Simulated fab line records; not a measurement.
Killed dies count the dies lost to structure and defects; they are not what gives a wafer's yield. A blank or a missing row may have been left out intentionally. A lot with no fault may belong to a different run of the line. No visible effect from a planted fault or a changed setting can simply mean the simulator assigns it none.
Matching of chambers || flow n5 finfet || N5_BEOL_M7_ETCH_65 on rie diel-02: 4 sister chambers
The step etches SiARC in CF4, target depth 15.6 nm, time 26 s. 8 wafers are shown with their chamber, then 8 later ones without.

WAFERS, EACH WITH ITS CHAMBER
{"wafer": "L077.4", "chamber": 0, "showerhead plenum p Torr (Torr)": 2.22, "drypump motor current A (A)": 6.2}
{"wafer": "L079.6", "chamber": 3, "showerhead plenum p Torr (Torr)": 2.09, "drypump motor current A (A)": 5.3}
{"wafer": "L085.1", "chamber": 3, "showerhead plenum p Torr (Torr)": 2.09, "drypump motor current A (A)": 5.2}
{"wafer": "L085.4", "chamber": 2, "showerhead plenum p Torr (Torr)": 2.11, "drypump motor current A (A)": 6.1}
{"wafer": "L087.1", "chamber": 0, "showerhead plenum p Torr (Torr)": 2.21, "drypump motor current A (A)": 6.3}
{"wafer": "L087.2", "chamber": 2, "showerhead plenum p Torr (Torr)": 2.10, "drypump motor current A (A)": 6.1}
{"wafer": "L087.4", "chamber": 1, "showerhead plenum p Torr (Torr)": 2.15, "drypump motor current A (A)": 6.6}
{"wafer": "L093.2", "chamber": 1, "showerhead plenum p Torr (Torr)": 2.15, "drypump motor current A (A)": 6.7}

WAFERS WHOSE CHAMBER IS MISSING
{"wafer": "L093.3", "showerhead plenum p Torr (Torr)": 2.08, "drypump motor current A (A)": 5.3}
{"wafer": "L093.5", "showerhead plenum p Torr (Torr)": 2.15, "drypump motor current A (A)": 6.6}
{"wafer": "L095.1", "showerhead plenum p Torr (Torr)": 2.15, "drypump motor current A (A)": 6.7}
{"wafer": "L095.2", "showerhead plenum p Torr (Torr)": 2.21, "drypump motor current A (A)": 6.3}
{"wafer": "L095.5", "showerhead plenum p Torr (Torr)": 2.08, "drypump motor current A (A)": 5.3}
{"wafer": "L096.2", "showerhead plenum p Torr (Torr)": 2.21, "drypump motor current A (A)": 6.2}
{"wafer": "L096.4", "showerhead plenum p Torr (Torr)": 2.15, "drypump motor current A (A)": 6.6}
{"wafer": "L096.6", "showerhead plenum p Torr (Torr)": 2.10, "drypump motor current A (A)": 6.1}

THE CHAMBER EACH PASSED THROUGH
{"wafer": "L093.3", "from the rows above": 3, "in truth": 3}
{"wafer": "L093.5", "from the rows above": 1, "in truth": 1}
{"wafer": "L095.1", "from the rows above": 1, "in truth": 1}
{"wafer": "L095.2", "from the rows above": 0, "in truth": 0}
{"wafer": "L095.5", "from the rows above": 3, "in truth": 3}
{"wafer": "L096.2", "from the rows above": 0, "in truth": 0}
{"wafer": "L096.4", "from the rows above": 1, "in truth": 1}
{"wafer": "L096.6", "from the rows above": 2, "in truth": 2}
8 of 8 placed correctly. From these rows, 0 cannot be placed. Placed wrongly: 0.
How it was worked out, from the rows above alone: a wafer's distance from a chamber is the root of the sum, over the readings, of the square of ((its reading less the chamber's mean) divided by the reading's scatter). If the next closest chamber is less than 2 further off than the closest, the wafer can't be placed; otherwise it belongs to the closest. The mean given for a chamber averages the wafers shown for that chamber. The scatter is the square root of a quotient: the sum, over the shown wafers, of each reading's squared deviation from its chamber's mean, divided by wafers minus chambers.
